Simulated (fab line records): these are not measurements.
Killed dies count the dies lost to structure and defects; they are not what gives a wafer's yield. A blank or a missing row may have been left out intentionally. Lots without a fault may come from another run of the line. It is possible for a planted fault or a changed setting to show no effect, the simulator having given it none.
Which of the tools did it?	flow n5Finfet	10 lots (28 wafers sampled), 1 step of a 1938-step route

WHAT THE GAUGES READ, wafer by wafer
N5_BEOL_M0_SAQP_THK_MEAS_05.
lot	measured	on	thkNm (nm)
L306	day 5 14:56	filmMetro-01	58.7 58.2 59.7
L307	day 5 20:44	filmMetro-01	59.8 60.4 60.8
L311	day 6 22:35	filmMetro-02	59.4 59.5 60.2
L314	day 7 11:43	filmMetro-01	58.7 58.7 59.9
L316	day 8 01:12	filmMetro-01	58.6 58.7 59.5
L322	day 9 09:13	filmMetro-01	61.1 60.7
L326	day 10 10:47	filmMetro-02	58.2 59.8 60.2
L327	day 10 16:18	filmMetro-02	60.2 60.1 61.2
L328	day 11 01:59	filmMetro-01	59.6 60.2 61.3
L329	day 11 04:49	filmMetro-02	60.9 59.6

TOOL THAT RAN EACH LOT (tool first, then ch and the chambers of the sampled wafers, then the start)
There is no process step in the record ahead of these readings.

THE ANSWER, worked out from the rows above alone
Rule: the lots themselves supply what counts as usual. Put in order of their means at a reading, lots are off if they are a third of the lots or fewer, leave a main group of 4 or more, and stand apart from it by a gap of 3 or more times the standard deviation of the main group's means; of several such gaps the widest counts. The tables above print the reading to a certain number of digits; a main group whose means all agree to those digits is not used. A lot without any number at a reading at which 4 lots or more have one is off too. The other lots that the step has rows for count as sound.
Across all readings shown, no lot is off: no conclusion can be drawn from this.

WHAT THE SIMULATOR HAD PUT IN
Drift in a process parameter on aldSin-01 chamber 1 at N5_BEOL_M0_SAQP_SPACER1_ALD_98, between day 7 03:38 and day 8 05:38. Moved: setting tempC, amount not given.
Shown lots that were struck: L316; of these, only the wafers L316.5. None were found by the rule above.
